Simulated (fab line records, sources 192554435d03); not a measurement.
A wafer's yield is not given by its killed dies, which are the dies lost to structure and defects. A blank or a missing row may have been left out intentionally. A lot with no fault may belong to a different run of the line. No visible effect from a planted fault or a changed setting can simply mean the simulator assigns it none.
Struck lot and sound lot, side by side | flow n5_finfet | 14 out of 1938 route steps
Sound: these wafers, L986.1, L986.2, L986.3. Struck: wafers L102.4, L102.5. (L102.2 of the same lot was not struck and is left out.) The cause comes at the end.
For every step that has rows: the tool of each side, followed by ch and its chambers, followed by its first start. Under that, the readings that differ: sound wafers | struck wafers | difference of the means | sigmas: that difference in standard deviations of wafers without a fault.
alike: readings whose means differ by less than 2 such deviations, and words and numbers that are the same on both sides. not compared: withheld readings, readings that some wafer has no value for, bounds like >300 that may hide the same value, and numbers for which the record gives no deviation and whose values overlap.
A row with sigmas, a row that says differs or no value, or rows on one side alone: a step with any of these is where the two part. Numbers that have no deviation but don't overlap get no sigmas and don't part them. A reading that every wafer of one side lacks parts them only if that side has two wafers or more.

first, 2 steps without rows for these wafers: N5_BEOL_M10_PRECLEAN_42 (cleans in residue remover, time 60 s); N5_BEOL_M10_SRD_43 (time 30 s).
N5_BEOL_M10_CD_MEAS_35: the cd target is 70 nm.
  struck on cd_sem-03, day 14 21:16; sound on cd_sem-02, day 11 07:52
  alike: cd_nm
N5_BEOL_M10_CURE_72: cures SiCOH lowk, time 120 s.
  sound on uv_cure-01 ch 2, day 11 08:08; struck on uv_cure-01 ch 0, day 14 21:31
  alike: lamp_power_pct, wafer_temp_C_max
then, 1 step without rows for these wafers: N5_BEOL_M10_DEGAS_44 (time 60 s).
N5_BEOL_M10_PRE_CLEAN_45: time 30 s.
  struck on pvd_sputter-01, day 14 22:11; sound on pvd_sputter-01, day 11 08:41
  alike: heater_power_w
N5_BEOL_M10_ALD_74: deposits TaN, target thk 2 nm, pulse time 2 s, purge time 3 s.
  sound on ald_metal-03 ch 0,1,2, day 11 08:47; struck on ald_metal-02 ch 1, day 14 22:28
  alike: heater_power_w, mfc_carrier_sccm, precursor_vessel_pressure_torr
N5_BEOL_M10_SURFACE_TREAT_76:
  struck on pvd_sputter-02, day 14 23:56; sound on pvd_sputter-03, day 11 09:06
  not compared: throttle_valve_pct
then, 3 steps without rows for these wafers: N5_BEOL_M10_CVD_75 (deposits Co from CCTBA/H2, target thk 2 nm, time 138.9 s); N5_BEOL_M10_SPUTTER_48 (material Cu, target thk 12 nm, time 2 s); N5_BEOL_M10_ECD_50 (material Cu, target thk 318 nm).
N5_BEOL_M10_ANNEAL_51: time 90 s.
  sound on rtp_anneal-01 ch 0, day 11 10:11; struck on rtp_anneal-01 ch 0, day 15 00:27
  alike: wafer_temp_C_max
N5_BEOL_M10_CMP_52: polishes, stops on SiCOH lowk, t overpolish 7 s, target thk 140 nm.
  sound on cmp-03 ch 0,2,3, day 11 10:28; struck on cmp-04 ch 1, day 15 00:43
  reading                      | sound             | struck      | difference | sigmas
  barrier_field_endpoint_s (s) | 29.8 28.9 30.2    | 27.8 27.8   | -1.8       | -2
  platen_rpm (rpm)             | 49.96 50.01 50.05 | 52.00 52.00 | +1.99      | +59
  time_to_endpoint_s (s)       | 69 67 74          | 62 61       | -8         | -2
  alike: motor_current_A, overpolish_run_s, retaining_ring_pressure_frac
after that, 1 step had no rows for these wafers: N5_PASSIVATION_PROBE_49.

## WHERE THEY PART
Only at N5_BEOL_M10_CMP_52, within this record.

WHY: what had been put in by the simulator
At N5_BEOL_M10_CMP_52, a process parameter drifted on cmp-04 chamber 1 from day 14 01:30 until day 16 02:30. Setting platen_rpm, moved by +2, from 50. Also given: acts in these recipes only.
